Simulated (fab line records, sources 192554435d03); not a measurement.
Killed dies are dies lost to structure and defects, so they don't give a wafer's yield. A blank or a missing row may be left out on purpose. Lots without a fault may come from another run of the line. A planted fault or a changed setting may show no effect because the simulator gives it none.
fab line records | flow n5_finfet
record lots=6 wafers=18 last_day=18
route steps=1938 shown BEOL_M14@1738 PASSIVATION@1936
lots that met no fault: from a run of the same line without faults
start_h: hours from the record's first day to the start of the lot's first wafer shown | wait_h: hours since the lot's step before | " the same as in the row above | L1.1+2: a row that stands for several wafers | - no value, or no start given | * or withheld: withheld | < > ~ a bound
route shown NAME@n: a module of which the file shows steps, and the number in the route of the first | usual: mean/standard deviation of fault-free wafers | same: alike in all rows | chamber/n: place in a boat | sites: the reading at each site | _std_site: their standard deviation | _edge_site: outer sites' mean less inner sites' | radius_mm: how far each site lies from the wafer's centre | mask NAME#n: copy n | behind: the tool/chamber that last shaped the wafer | hold: why the lot was held/for how many hours/how that ended | device: the transistor (n, p or np) that didn't switch | end of line: the same wafers' tests at the end of the route | a step without rows: its recipe alone | killed: dies lost to structure and defects at the first sort, not the wafer's yield | map: a wafer's dies, x killed, . not, _ none there
set.NAME: the setting as run; set.NAME@STEP: as run at that earlier step | model.NAME: the simulator's own value behind a step, which no gauge read
lots at some steps of the route; a table a step, a row a wafer
services: from which hour (start_h, from the record's first day; less than 0 if before it) a tool's chamber was out of use, for how many hours, and why
## steps
# step N5_BEOL_M14_COAT_66
# recipe resist=SiARC temp_c=220 time_s=60 spin_rpm=1500 resist_thk_nm=110
# step N5_BEOL_M14_COAT_22
# recipe spin_rpm=2888 resist_thk_nm=300
# step N5_BEOL_M14_EBR_24
# recipe solvent=PGMEA ebr_width_mm=1.5
# step N5_BEOL_M14_SOFTBAKE_23
# recipe temp_c=130 time_s=60
# step N5_BEOL_M14_EXPOSE_25
# recipe mask_id=M14 na=0.8 source_shape=annular sigma_inner=0.5 sigma_outer=0.8 polarization=unpolarized target_cd_nm=280 dose_mj=26.6
# step N5_BEOL_M14_PEB_26
# recipe peb_temp_c=130 peb_time_s=90
# step N5_BEOL_M14_DEVELOP_27
# recipe develop_time_s=45 rinse_liquid=diw dry=air_spin dev_temp_c=21
# step N5_BEOL_M14_HARDBAKE_32
# recipe temp_c=130 time_s=120
# step N5_BEOL_M14_CD_MEAS_28
# recipe target_cd_nm=284.4 landing_energy_ev=500 detector=se_inlens
# usual cd_nm=283.3/1.5
# columns lot.wafer tool chamber start_h wait_h cd_nm
L237.1 cd_sem-03 0 258.97 - 281.9
L237.3 " 0 " " 283.5
L237.4 " 0 " " 282.6
L240.2 cd_sem-03 0 282.34 - 285.1
L240.4 " 0 " " 281.9
L240.5 " 0 " " 280.1
L246.1 cd_sem-01 0 318.93 - 282.2
L246.3 " 0 " " 282.3
L246.5 " 0 " " 282.7
L251.1 cd_sem-02 0 346.42 - 281.0
L251.4 " 0 " " 283.3
L251.5 " 0 " " 283.8
L259.1 cd_sem-01 0 396.18 - 282.4
L259.4 " 0 " " 284.2
L259.6 " 0 " " 285.7
L260.2 cd_sem-01 0 413.63 - 281.4
L260.3 " 0 " " 285.4
L260.6 " 0 " " 284.8
# step N5_BEOL_M14_OVL_MEAS_29
# recipe points_per_wafer=44
# usual M14_OVL=-1/4.8
# columns lot.wafer tool chamber start_h wait_h M14_OVL[nm]
L237.1 overlay-01 0 259.01 0.0 7
L237.3 " 0 " " 8
L237.4 " 0 " " -2
L240.2 overlay-02 0 282.37 0.0 -7
L240.4 " 0 " " -6
L240.5 " 0 " " -6
L246.1 overlay-01 0 318.96 0.0 -5
L246.3 " 0 " " -1
L246.5 " 0 " " -5
L251.1 overlay-01 0 346.45 0.0 8
L251.4 " 0 " " 0
L251.5 " 0 " " 5
L259.1 overlay-02 0 396.21 0.0 7
L259.4 " 0 " " 0
L259.6 " 0 " " 10
L260.2 overlay-01 0 413.66 0.0 1
L260.3 " 0 " " 7
L260.6 " 0 " " -2
# step N5_BEOL_M14_INSPECT_30
# recipe mode=adi inspect_instrument=macro
# usual raw_defect_count=2.2/1.4
# columns lot.wafer tool chamber start_h wait_h raw_defect_count
L237.1 defect_inspect-01 - 259.03 0.0 2
L237.3 " - " " 1
L237.4 " - " " 5
L240.2 defect_inspect-02 - 282.40 0.0 3
L240.4 " - " " 2
L240.5 " - " " 2
L246.1 defect_inspect-02 - 318.99 0.0 0
L246.3 " - " " 3
L246.5 " - " " 3
L251.1 defect_inspect-01 - 346.48 0.0 2
L251.4 " - " " 1
L251.5 " - " " 0
L259.1 defect_inspect-02 - 396.24 0.0 1
L259.4 " - " " 1
L259.6 " - " " 2
L260.2 defect_inspect-01 - 413.88 0.2 0
L260.3 " - " " 0
L260.6 " - " " 1
# step N5_BEOL_M14_DESCUM_33
# recipe chemistry=O2 time_s=7.9 source_power_w=50 bias_power_w=20 pressure_mtorr=20 rf_frequency_hz=2.712e+07 temp_c=40 o2_flow_sccm=225
# usual drypump_motor_current_A=5.7/0.6 oes_product_au=0.79/0.092 rf_vpp_V=242.8/1.5 showerhead_plenum_p_Torr=2.07/0.078 throttle_valve_pct=20.37/0.26
# columns lot.wafer tool chamber start_h wait_h drypump_motor_current_A oes_product_au rf_hours_counter_h rf_vpp_V showerhead_plenum_p_Torr throttle_valve_pct
L237.1 rie_diel-01 3 259.08 0.1 5.9 0.94 12 244.2 2.13 20.02
L237.3 " 0 " " 6.2 0.91 34 246.3 2.22 19.96
L237.4 " 1 " " 5.3 0.71 202 242.3 2.06 20.67
L240.2 rie_diel-06 0 283.01 0.6 6.4 0.70 196 242.4 2.00 20.74
L240.4 " 1 " " 5.8 0.90 26 242.6 2.14 20.20
L240.5 " 0 " " 6.5 0.70 - 242.3 2.00 20.74
L246.1 rie_diel-01 1 319.02 0.0 5.3 0.69 224 244.3 2.06 20.71
L246.3 " 2 " " 6.7 0.72 223 243.4 2.09 20.55
L246.5 " 2 " " 6.7 0.72 - 244.0 2.09 20.55
L251.1 rie_diel-01 1 346.96 0.5 5.3 0.69 231 243.5 2.05 20.71
L251.4 " 2 " " 6.7 0.72 232 241.2 2.09 20.55
L251.5 " 0 " " 6.2 0.86 - 245.8 2.21 20.00
L259.1 rie_diel-06 3 396.27 0.0 4.8 0.70 217 241.0 1.98 20.40
L259.4 " 0 " " 6.4 0.67 238 240.8 1.99 20.80
L259.6 " 0 " " 6.4 0.67 - 240.7 1.99 20.80
L260.2 rie_diel-06 3 413.92 0.0 4.8 0.69 224 240.8 1.97 20.41
L260.3 " 2 " " 5.2 0.75 149 241.7 1.99 20.17
L260.6 " 3 " " 4.8 0.69 - 241.0 1.98 20.42
# step N5_BEOL_M14_ETCH_67
# recipe chemistry=CF4 target=SiARC target_depth_a=1430 time_s=238.3 ion_energy_ev=80 pressure_mtorr=40 source_w=545 bias_w=36 Ar_flow_sccm=100 cf4_flow_sccm=100 ends=cleared
# usual drypump_motor_current_A=5.7/0.6 etch_rf_on_time_s=237/5.4 oes_product_au=0.67/0.075 rf_vpp_V=183.9/1.2 showerhead_plenum_p_Torr=2.12/0.075 throttle_valve_pct=15.54/0.26
# columns lot.wafer tool chamber start_h wait_h drypump_motor_current_A etch_rf_on_time_s oes_product_au rf_hours_counter_h rf_vpp_V showerhead_plenum_p_Torr throttle_valve_pct
L237.1 rie_diel-01 3 259.12 0.0 5.9 230 0.82 12 183.6 2.18 15.24
L237.3 " 0 " " 6.2 234 0.78 34 187.4 2.26 15.14
L237.4 " 1 " " 5.3 241 0.61 202 185.2 2.11 15.90
L240.2 rie_diel-06 0 283.04 0.0 6.4 241 0.60 196 181.8 2.05 15.88
L240.4 " 1 " " 5.8 243 0.76 26 184.5 2.17 15.24
L240.5 " 0 " " 6.4 240 0.60 - 181.4 2.05 15.88
L246.1 rie_diel-01 1 319.06 0.0 5.3 283 0.56 224 184.4 2.11 15.94
L246.3 " 2 " " 6.7 240 0.61 223 183.4 2.12 15.70
L246.5 " 2 " " 6.7 244 0.60 - 183.8 2.12 15.70
L251.1 rie_diel-01 1 347.00 0.0 5.3 286 0.56 231 184.6 2.10 15.95
L251.4 " 2 " " 6.7 243 0.60 232 184.5 2.12 15.69
L251.5 " 0 " " 6.2 233 0.74 - 185.1 2.25 15.21
L259.1 rie_diel-06 3 396.31 0.0 4.8 237 0.60 217 183.1 2.03 15.64
L259.4 " 0 " " 6.4 243 0.58 238 182.8 2.03 15.94
L259.6 " 0 " " 6.4 241 0.58 - 182.8 2.03 15.95
L260.2 rie_diel-06 3 413.95 0.0 4.8 233 0.61 224 183.8 2.03 15.65
L260.3 " 2 " " 5.3 241 0.65 149 183.3 2.05 15.43
L260.6 " 3 " " 4.8 234 0.60 - 183.2 2.03 15.66
# step N5_BEOL_M14_ETCH_68
# recipe chemistry=N2/H2 target=SOC mask_material=SiARC source_w=3000 bias_w=350 temp_c=40 time_s=450 ion_energy_ev=200 pressure_mtorr=30 n2_flow_sccm=200 h2_flow_sccm=200
# usual drypump_motor_current_A=5.8/0.6 oes_product_au=0.79/0.09 rf_vpp_V=523.2/2.8 showerhead_plenum_p_Torr=2.52/0.094 throttle_valve_pct=17.76/0.21
# columns lot.wafer tool chamber start_h wait_h drypump_motor_current_A oes_product_au rf_hours_counter_h rf_vpp_V showerhead_plenum_p_Torr throttle_valve_pct
L237.1 rie_diel-01 3 259.26 0.1 5.9 0.94 12 524.9 2.59 17.36
L237.3 " 0 " " 6.2 0.90 34 527.0 2.71 17.53
L237.4 " 1 " " 5.3 0.71 202 523.4 2.52 18.02
L240.2 rie_diel-06 0 283.19 0.1 6.5 0.71 196 520.5 2.43 17.97
L240.4 " 1 " " 5.8 0.90 26 526.1 2.61 17.57
L240.5 " 0 " " 6.4 0.70 - 520.3 2.43 17.99
L246.1 rie_diel-01 1 319.20 0.1 5.3 0.69 224 524.3 2.51 18.07
L246.3 " 2 " " 6.7 0.72 223 522.7 2.52 17.82
L246.5 " 2 " " 6.7 0.72 - 524.5 2.52 17.83
L251.1 rie_diel-01 1 347.14 0.1 5.3 0.69 231 520.6 2.50 18.08
L251.4 " 2 " " 6.7 0.71 232 523.1 2.52 17.85
L251.5 " 0 " " 6.2 0.86 - 526.7 2.70 17.58
L259.1 rie_diel-06 3 396.45 0.1 4.8 0.70 218 518.4 2.42 17.93
L259.4 " 0 " " 6.4 0.68 238 520.4 2.41 18.05
L259.6 " 0 " " 6.3 0.67 - 521.3 2.41 18.06
L260.2 rie_diel-06 3 414.10 0.1 4.8 0.70 224 521.3 2.42 17.93
L260.3 " 2 " " 5.3 0.76 149 521.7 2.44 17.66
L260.6 " 3 " " 4.8 0.70 - 519.5 2.42 17.95
# step N5_PASSIVATION_PROBE_49
# usual defect_limited_yield=91.4/1.4 killed_at_M0_to_M3=33/11 killed_at_M4_up=13/5.3 killed_at_contacts=13/6.1 killed_at_front_end=40/11 killed_at_other=2.9/2.7 killed_dies=102/17 killed_open=68/13 killed_short=32/7.5 sort_bin_4_leakage=0.00/0.022 sort_bin_5_function=5.1/0.98 sort_bin_6_memory=3.2/0.69 sort_bin_8_speed=0.1/1.1 sort_n_pass=1077/21 sort_yield_pct=91.3/1.7
# same gross_dies=1180 killed_at_back_side=0
# columns lot.wafer tool chamber start_h wait_h defect_limited_yield[%] killed_at_M0_to_M3 killed_at_M4_up killed_at_contacts killed_at_front_end killed_at_other killed_dies killed_open killed_short sort_bin_4_leakage[%] sort_bin_5_function[%] sort_bin_6_memory[%] sort_bin_8_speed[%] sort_n_pass sort_yield_pct[%]
L237.1 prober-01 - 296.79 0.0 92.5 32 12 9 33 2 88 49 38 0 4.4 2.9 0 1092 92.5
L237.3 prober-01 - 296.89 0.1 91.3 33 6 14 49 1 103 64 35 0 5.2 3.0 0 1077 91.3
L237.4 prober-01 - 296.94 0.2 91.9 29 14 15 37 1 96 65 30 0 5.5 2.3 0 1084 91.9
L240.2 prober-02 - 321.72 0.1 91.4 32 18 10 38 3 101 71 27 0 4.9 3.2 0 1079 91.4
L240.4 prober-02 - 321.82 0.2 89.9 34 14 14 52 5 119 82 35 0 5.3 4.2 0 1061 89.9
L240.5 prober-02 - 321.87 0.2 90.3 36 9 16 51 3 115 84 29 0 6.5 2.9 0 1065 90.3
L251.1 prober-01 - 378.38 0.0 93.5 27 7 13 30 0 77 44 32 0 3.4 3.1 0 1103 93.5
L259.1 prober-02 - 419.58 0.0 91.0 13 24 9 51 9 106 76 29 0 5.6 3.1 0 1074 91.0
L259.4 prober-02 - 419.73 0.2 91.1 24 21 11 43 6 105 62 40 0 4.7 3.6 0 1075 91.1
L259.6 prober-02 - 419.83 0.3 90.9 29 22 9 43 4 107 76 29 0 5.8 3.1 0 1073 90.9
# killed by level:class
L237.1 BEOL_M0_SAQP:geometric_particle:short=14 FIN_SAQP:geometric_particle:short=10 BEOL_M2:geometric_particle:open=10 MOL_CONTACT_COAG:geometric_particle:open=7 FIN_SAQP:geometric_particle:open=6 BEOL_M4:geometric_particle:open=5 DUMMY_GATE:geometric_particle:open=4 GATE_CUT:geometric_particle:short=4
L237.3 FIN_SAQP:geometric_particle:short=16 FIN_SAQP:geometric_particle:open=16 MOL_CONTACT_COAG:geometric_particle:open=13 BEOL_M3:geometric_particle:open=7 BEOL_M2:geometric_particle:open=5 BEOL_M3:geometric_particle:short=4 BEOL_M0_SAQP:geometric_particle:open=4 BEOL_M0:geometric_particle:open=4
L237.4 MOL_CONTACT_COAG:geometric_particle:open=13 FIN_SAQP:geometric_particle:open=10 FIN_SAQP:geometric_particle:short=8 BEOL_M2:geometric_particle:open=8 BEOL_M0_SAQP:geometric_particle:short=7 BEOL_M4:geometric_particle:open=5 GATE_CUT:geometric_particle:open=4 BEOL_M0_SAQP:geometric_particle:open=4
L240.2 STI_FIN_REVEAL:geometric_particle:open=12 MOL_CONTACT_COAG:geometric_particle:open=9 BEOL_M0:geometric_particle:open=8 BEOL_M8:geometric_particle:open=8 STARTING-WAFER:geometric_particle:short=6 FIN_SAQP:geometric_particle:open=5 GATE_CUT:geometric_particle:short=5 BEOL_M0_SAQP:geometric_particle:short=5
L240.4 FIN_SAQP:geometric_particle:open=15 MOL_CONTACT_COAG:geometric_particle:open=13 FIN_SAQP:geometric_particle:short=11 STI_FIN_REVEAL:geometric_particle:open=11 BEOL_M1:geometric_particle:open=8 BEOL_M2:geometric_particle:open=7 GATE_CUT:geometric_particle:short=6 BEOL_M4:geometric_particle:open=6
L240.5 FIN_SAQP:geometric_particle:open=15 MOL_CONTACT_COAG:geometric_particle:open=13 STI_FIN_REVEAL:geometric_particle:open=12 BEOL_M2:geometric_particle:open=12 FIN_SAQP:geometric_particle:short=7 BEOL_M0:geometric_particle:open=5 BEOL_M1:geometric_particle:open=5 GATE_CUT:geometric_particle:open=4
L251.1 MOL_CONTACT_COAG:geometric_particle:open=11 BEOL_M0_SAQP:geometric_particle:open=8 BEOL_M0_SAQP:geometric_particle:short=8 FIN_SAQP:geometric_particle:open=6 GATE_CUT:geometric_particle:short=6 BEOL_M1:geometric_particle:open=5 ILD0:geometric_particle:short=4 FIN_CUT:geometric_particle:short=3
L259.1 STI_FIN_REVEAL:geometric_particle:open=15 BEOL_M4:geometric_particle:open=14 FIN_SAQP:geometric_particle:open=13 FIN_SAQP:geometric_particle:short=10 MOL_CONTACT_COAG:geometric_particle:open=7 STARTING-WAFER:geometric_particle:open=5 BEOL_M0:geometric_particle:open=4 BEOL_M3:geometric_particle:open=4
L259.4 FIN_SAQP:geometric_particle:open=10 FIN_SAQP:geometric_particle:short=10 GATE_CUT:geometric_particle:short=8 BEOL_M0_SAQP:geometric_particle:open=7 MOL_CONTACT_COAG:geometric_particle:short=6 BEOL_M0:geometric_particle:open=6 BEOL_M4:geometric_particle:open=6 MOL_CONTACT_COAG:geometric_particle:open=5
L259.6 FIN_SAQP:geometric_particle:open=12 FIN_SAQP:geometric_particle:short=10 BEOL_M4:geometric_particle:open=10 MOL_CONTACT_COAG:geometric_particle:open=8 BEOL_M1:geometric_particle:open=7 BEOL_M0:geometric_particle:open=6 GATE_CUT:geometric_particle:short=5 STI_FIN_REVEAL:geometric_particle:open=5
## services
# columns tool chamber start_h hours kind
rie_diel-06 2 241.76 6.5 repair
rie_diel-01 1 255.42 3.4 repair
rie_diel-01 2 270.68 4.7 repair
rie_diel-06 3 333.55 2.8 repair
rie_diel-06 - 334.62 0.7 repair
rie_diel-01 2 393.89 - clean
rie_diel-01 2 393.89 - consumable_replace:focus_ring
rie_diel-01 2 393.89 18.1 scheduled_down
rie_diel-01 2 393.89 18.1 vent_cycle
rie_diel-01 1 412.04 - clean
rie_diel-01 1 412.04 - consumable_replace:focus_ring
rie_diel-01 1 412.04 18.1 scheduled_down
rie_diel-01 1 412.04 18.1 vent_cycle
## key
first_sign step=N5_BEOL_M14_ETCH_67 reading=etch_rf_on_time_s direction=up sigmas=8.7 usual=* struck=*
effect none on later readings
met_at N5_BEOL_M14_ETCH_67
struck_wafers L246.1,L251.1
onset_between 259.12 319.06
fault kind=process_parameter_drift tool=rie_diel-01 chamber=1 onset_h=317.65 steps=N5_BEOL_M14_ETCH_67 channel=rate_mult offset=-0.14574 shape=step end_h=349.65
